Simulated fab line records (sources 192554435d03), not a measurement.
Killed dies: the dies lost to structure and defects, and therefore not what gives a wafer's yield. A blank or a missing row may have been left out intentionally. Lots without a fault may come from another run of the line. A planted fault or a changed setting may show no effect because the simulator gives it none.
Struck lot and sound lot, side by side / flow n5-finfet / 17 out of 1938 route steps
Sound: the wafers L924.2, L924.4, L924.6. Struck: wafer L931.2. (L931.3 of the same lot was not struck and is left out.) The cause comes at the end.
Per side, at each step with rows, come the tool, then ch with its chambers, and then its first start. Under that, the readings that differ: sound wafers / struck wafers / difference of the means / sigmas: that difference in standard deviations of wafers without a fault.
alike: readings whose means differ by less than 2 such deviations, and words and numbers that are the same on both sides. not compared: withheld readings, readings that some wafer has no value for, bounds like >300 that may hide the same value, and numbers for which the record gives no deviation and whose values overlap.
Wherever a step has rows on one side only, a row that says differs or no value, or a row with sigmas, the two part there. Numbers that don't overlap but have no deviation are shown without sigmas and don't part them. Lack of a reading on every wafer of one side parts them only where that side has two or more wafers.

first, 4 steps without rows for these wafers: N5_BEOL_M8_HM_STRIP_39 (strips TiN in peroxide tin strip, target depth 25 nm, time 158 s); N5_BEOL_M8_SRD_40 (time 30 s); N5_BEOL_M8_PRECLEAN_42 (cleans in residue remover, time 60 s); N5_BEOL_M8_SRD_43 (time 30 s).
N5_BEOL_M8_CD_MEAS_35 targets a cd of 40 nm.
  sound on cd-sem-01, day 9 16:35; struck on cd-sem-02, day 12 10:43
  alike: cd-nm
N5_BEOL_M8_CURE_75: cures SiCOH lowk, time 120 s.
  sound on uv-cure-02 ch 1, day 9 16:43; struck on uv-cure-02 ch 0, day 12 10:49
reading=wafer_temp_C_max; sound=372.9 372.8 372.0; struck=370.9; difference=-1.7; sigmas=-3
  alike: lamp-power-pct
N5_BEOL_M8_DEGAS_44: time 60 s.
  sound on pvd-sputter-01, day 9 17:23; struck on pvd-sputter-02, day 12 11:14
reading=heater-power-w (W); sound=307 294 294; struck=377; difference=+79; sigmas=+3
N5_BEOL_M8_PRE_CLEAN_45: time 30 s.
  sound on pvd-sputter-01, day 9 17:25; struck on pvd-sputter-02, day 12 11:16
reading=heater-power-w (W); sound=306 297 299; struck=370; difference=+69; sigmas=+3
N5_BEOL_M8_ALD_77: deposits TaN, target thk 2 nm, pulse time 2 s, purge time 3 s.
  sound on ald-metal-02 ch 0,1, day 9 17:43; struck on ald-metal-03 ch 1, day 12 11:20
reading=heater-power-w (W); sound=407 384 376; struck=485; difference=+96; sigmas=+3
N5_BEOL_M8_SURFACE_TREAT_79:
  sound on pvd-sputter-02, day 9 18:48; struck on pvd-sputter-03, day 12 11:39
  not compared: throttle-valve-pct
then, 2 steps without rows for these wafers: N5_BEOL_M8_CVD_78 (deposits Co from CCTBA/H2, target thk 2 nm, time 142.3 s); N5_BEOL_M8_SPUTTER_48 (material Cu, target thk 10 nm, time 1.667 s).
N5_BEOL_M8_ECD_50: material Cu, target thk 300 nm.
  sound on ecd-cu-02 ch 0,1, day 9 19:08; struck on ecd-cu-02 ch 0, day 12 12:06
reading=model.Cu_of_BEOL_M8_ECD_50.thk-nm (nm); sound=297.8 300.8 297.2; struck=577.2; difference=+278.6; sigmas=
then, 1 step without rows for these wafers: N5_BEOL_M8_ANNEAL_51 (time 90 s).
N5_BEOL_M8_CMP_52: polishes, stops on SiCOH lowk, t overpolish 6.9 s, target thk 80 nm.
  sound on cmp-03 ch 1,3, day 9 19:32; struck on cmp-04 ch 0, day 12 13:11
reading=time-to-endpoint-s (s); sound=65.5 63.8 61.7; struck=115.9; difference=+52.2; sigmas=+21
  alike: motor-current-A
N5_BEOL_M8_THK_MEAS_53: measures by xrf.
  sound on film-metro-02, day 9 19:50; struck on film-metro-02, day 12 13:25
  alike: M8_THK
following that, these wafers have no rows for 1 step: N5_PASSIVATION_PROBE_49.

== WHERE THEY PART ==
At N5_BEOL_M8_CURE_75 first; at N5_BEOL_M8_CMP_52 last (within this record only). Later steps at which nothing parts them and some readings are alike: N5_BEOL_M8_THK_MEAS_53.

WHY: whatever the simulator had introduced
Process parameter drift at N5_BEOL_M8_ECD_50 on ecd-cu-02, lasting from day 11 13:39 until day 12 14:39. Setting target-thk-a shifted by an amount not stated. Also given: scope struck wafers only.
